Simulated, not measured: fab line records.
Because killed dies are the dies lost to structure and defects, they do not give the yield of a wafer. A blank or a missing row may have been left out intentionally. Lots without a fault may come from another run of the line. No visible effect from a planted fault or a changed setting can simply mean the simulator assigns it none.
Which tool was responsible? + flow nand harc + Sampling: 14 lots, 42 wafers, 4 of 1159 route steps

== WHAT THE GAUGES READ, wafer by wafer ==
NHARC_END_SORT_01.
| lot  | measured     | on        | killed at array | killed at other | killed at periphery | killed dies | killed open | killed short |
|------|--------------|-----------|-----------------|-----------------|---------------------|-------------|-------------|--------------|
| L750 | day 24 11:31 | prober-02 | 81 88 89        | 0 0 1           | 1 2 2               | 82 90 92    | 1 3 2       | 2 3 2        |
| L753 | day 24 20:14 | prober-01 | 96 88 101       | 0 0 0           | 2 5 2               | 98 93 103   | 2 7 3       | 1 1 2        |

== EACH LOT AND THE TOOL THAT RAN IT (in order: tool; ch and the chambers of the sampled wafers; start) ==
| lot  | NHARC_A_ONON_D1_DEP_16           | NHARC_THIN_TSV_STRIP_45              | NHARC_THIN_TSV_ANNEAL_52         |
|------|----------------------------------|--------------------------------------|----------------------------------|
| L732 | pecvd onon-02 ch 0, day 7 18:38  | plasma asher-01 ch 0,1, day 19 15:16 | rtp anneal-01 ch 0, day 19 18:23 |
| L733 | pecvd onon-02 ch 0, day 8 19:43  | plasma asher-02 ch 0,1, day 20 00:02 | rtp anneal-02 ch 0, day 20 03:02 |
| L736 | pecvd onon-04 ch 0, day 8 19:59  | plasma asher-02 ch 0,1, day 20 00:49 | rtp anneal-01 ch 0, day 20 03:44 |
| L738 | pecvd onon-02 ch 0, day 9 11:36  | plasma asher-01 ch 0,1, day 21 01:47 | rtp anneal-01 ch 0, day 21 04:42 |
| L741 | pecvd onon-02 ch 0, day 10 08:01 | plasma asher-01 ch 0, day 21 10:05   | rtp anneal-01 ch 0, day 21 13:05 |
| L742 | pecvd onon-01 ch 0, day 11 01:13 | plasma asher-01 ch 0,1, day 21 08:51 | rtp anneal-01 ch 0, day 21 11:47 |
| L744 | pecvd onon-02 ch 0, day 11 01:17 | plasma asher-02 ch 0,1, day 21 18:53 | rtp anneal-02 ch 0, day 21 21:56 |
| L745 | pecvd onon-01 ch 0, day 11 01:44 | plasma asher-02 ch 0,1, day 21 16:05 | rtp anneal-02 ch 0, day 21 19:08 |
| L743 | pecvd onon-04 ch 0, day 11 14:32 | plasma asher-02 ch 1, day 21 17:14   | rtp anneal-01 ch 0, day 21 20:18 |
| L747 | pecvd onon-02 ch 0, day 11 14:50 | plasma asher-01 ch 0,1, day 22 19:29 | rtp anneal-01 ch 0, day 22 22:31 |
| L748 | pecvd onon-01 ch 0, day 11 23:23 | plasma asher-01 ch 0,1, day 23 09:40 | rtp anneal-02 ch 0, day 23 12:36 |
| L750 | pecvd onon-02 ch 0, day 12 10:10 | plasma asher-01 ch 0,1, day 23 10:14 | rtp anneal-02 ch 0, day 23 13:30 |
| L751 | pecvd onon-01 ch 0, day 12 10:13 | plasma asher-02 ch 0,1, day 23 06:49 | rtp anneal-01 ch 0, day 23 09:49 |
| L753 | pecvd onon-02 ch 0, day 13 03:26 | plasma asher-02 ch 0,1, day 23 22:49 | rtp anneal-01 ch 0, day 24 01:55 |
- NHARC_A_ONON_D1_DEP_16: target thk 1000 nm.
- NHARC_THIN_TSV_STRIP_45: strips in O2.
- NHARC_THIN_TSV_ANNEAL_52: time 90 s.

== WHAT THE TOOLS THEMSELVES READ (means of the sampled wafers that have a number; where no wafer has one, the mark that the record gives instead) ==
NHARC_THIN_TSV_STRIP_45.
| lot  | tool            | drypump motor current A (A) | heater power w (W) |
|------|-----------------|-----------------------------|--------------------|
| L732 | plasma asher-01 | 5.81                        | 305                |
| L733 | plasma asher-02 | 6.11                        | 301                |
| L736 | plasma asher-02 | 5.99                        | 310                |
| L738 | plasma asher-01 | 5.82                        | 292                |
| L741 | plasma asher-01 | 5.96                        | 284                |
| L742 | plasma asher-01 | 5.68                        | 296                |
| L744 | plasma asher-02 | 6.00                        | 301                |
| L745 | plasma asher-02 | 6.12                        | 300                |
| L743 | plasma asher-02 | 6.23                        | 297                |
| L747 | plasma asher-01 | 5.82                        | 294                |
| L748 | plasma asher-01 | 5.83                        | 294                |
| L750 | plasma asher-01 | 5.83                        | 290                |
| L751 | plasma asher-02 | 6.12                        | 299                |
| L753 | plasma asher-02 | 6.12                        | 300                |

NHARC_THIN_TSV_ANNEAL_52.
| lot  | tool          | wafer_temp_C_max |
|------|---------------|------------------|
| L732 | rtp anneal-01 | 225.96           |
| L733 | rtp anneal-02 | 225.62           |
| L736 | rtp anneal-01 | 225.96           |
| L738 | rtp anneal-01 | 226.28           |
| L741 | rtp anneal-01 | 225.99           |
| L742 | rtp anneal-01 | 225.87           |
| L744 | rtp anneal-02 | 225.77           |
| L745 | rtp anneal-02 | 225.63           |
| L743 | rtp anneal-01 | 225.94           |
| L747 | rtp anneal-01 | 225.77           |
| L748 | rtp anneal-02 | 225.49           |
| L750 | rtp anneal-02 | 225.41           |
| L751 | rtp anneal-01 | 225.91           |
| L753 | rtp anneal-01 | 225.84           |

== THE ANSWER, worked out from the rows above alone ==
Rule: usual is defined by the lots themselves. Put in order of their means at a reading, lots are off if they are a third of the lots or fewer, leave a main group of 4 or more, and stand apart from it by a gap of 3 or more times the standard deviation of the main group's means; of several such gaps the widest counts. A main group is skipped when, at the precision printed for the reading in the tables above, its means are all equal. A lot without any number at a reading at which 4 lots or more have one is off too. All remaining lots with rows at the step are treated as sound. Order of review: gauges by route order, followed by the tools' own readings, for which a lot's mean as printed above is used. At the first step where some lot is off, the reading lying furthest off is the one used; lots without a number count as furthest.
Across all readings shown, no lot is off: no conclusion can be drawn from this.

== WHAT THE SIMULATOR HAD PUT IN ==
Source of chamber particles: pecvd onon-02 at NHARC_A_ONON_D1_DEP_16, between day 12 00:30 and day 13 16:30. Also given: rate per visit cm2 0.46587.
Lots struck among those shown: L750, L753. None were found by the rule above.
